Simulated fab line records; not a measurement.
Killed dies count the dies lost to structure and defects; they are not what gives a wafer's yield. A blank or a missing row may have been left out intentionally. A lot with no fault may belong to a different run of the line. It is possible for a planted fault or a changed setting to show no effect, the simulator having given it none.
Chamber matching    flow nand harc    rie diel-08 running NHARC_P_CONTACT_ETCH_35: 4 sister chambers
The step etches the open film in CF4, target depth 39 nm, time 65 s. 16 wafers are shown with their chamber, then 8 later ones without.

## WAFERS, EACH WITH ITS CHAMBER
wafer   chamber  drypump motor current A (A)  rf vpp V (V)  oes product au (a.u.)
L863.2  1        5.36                         151.1         0.995
L863.5  0        5.94                         151.1         0.997
L863.6  1        5.36                         151.2         1.004
L862.1  3        5.56                         149.9         1.013
L862.3  2        6.05                         149.4         1.009
L862.6  1        5.37                         149.5         1.024
L861.1  2        6.06                         150.3         0.992
L861.3  1        5.35                         149.7         1.011
L861.4  3        5.58                         153.0         1.002
L867.2  0        5.99                         150.5         0.987
L867.5  1        5.37                         150.3         0.994
L867.6  2        6.05                         149.4         1.009
L868.2  1        5.36                         150.4         1.001
L868.3  3        5.56                         150.3         0.996
L868.4  2        6.03                         149.7         1.009
L869.1  1        5.35                         150.9         0.997

SIGNATURES (averages over the wafers above)
reading                  chamber 0  chamber 1  chamber 2  chamber 3  scatter within a chamber
drypump motor current A  5.9650     5.3600     6.0475     5.5667     0.0141
rf vpp V                 150.800    150.443    149.700    151.067    0.87
oes product au           0.99200    1.00371    1.00475    1.00367    0.00959
Rule: a wafer lies at a distance from a chamber equal to the root of the sum of squares, over the readings, of (its reading less the chamber's mean, divided by the reading's scatter). If the next closest chamber is less than 2 further off than the closest, the wafer can't be placed; otherwise it belongs to the closest. The scatter: the root of (the sum of the squares of (reading less its chamber's mean) over the shown wafers, divided by (wafers less chambers)).

## WAFERS WITHOUT THEIR CHAMBER
wafer   drypump motor current A (A)  rf vpp V (V)  oes product au (a.u.)
L869.4  6.05                         150.4         1.004
L869.6  6.04                         151.5         1.013
L877.1  5.95                         151.3         0.995
L877.4  5.36                         150.8         0.987
L877.5  6.03                         149.9         1.008
L879.1  6.03                         150.7         1.001
L879.3  5.98                         150.5         0.987
L879.6  6.03                         150.4         0.994

## WHICH CHAMBER EACH ONE RAN IN
wafer   from the rows above  in truth
L869.4  2                    2
L869.6  2                    2
L877.1  0                    0
L877.4  1                    1
L877.5  2                    2
L879.1  2                    2
L879.3  0                    0
L879.6  2                    2
Correctly placed: 8 of 8. Left unplaced by these rows: 0. Wrongly placed: 0.
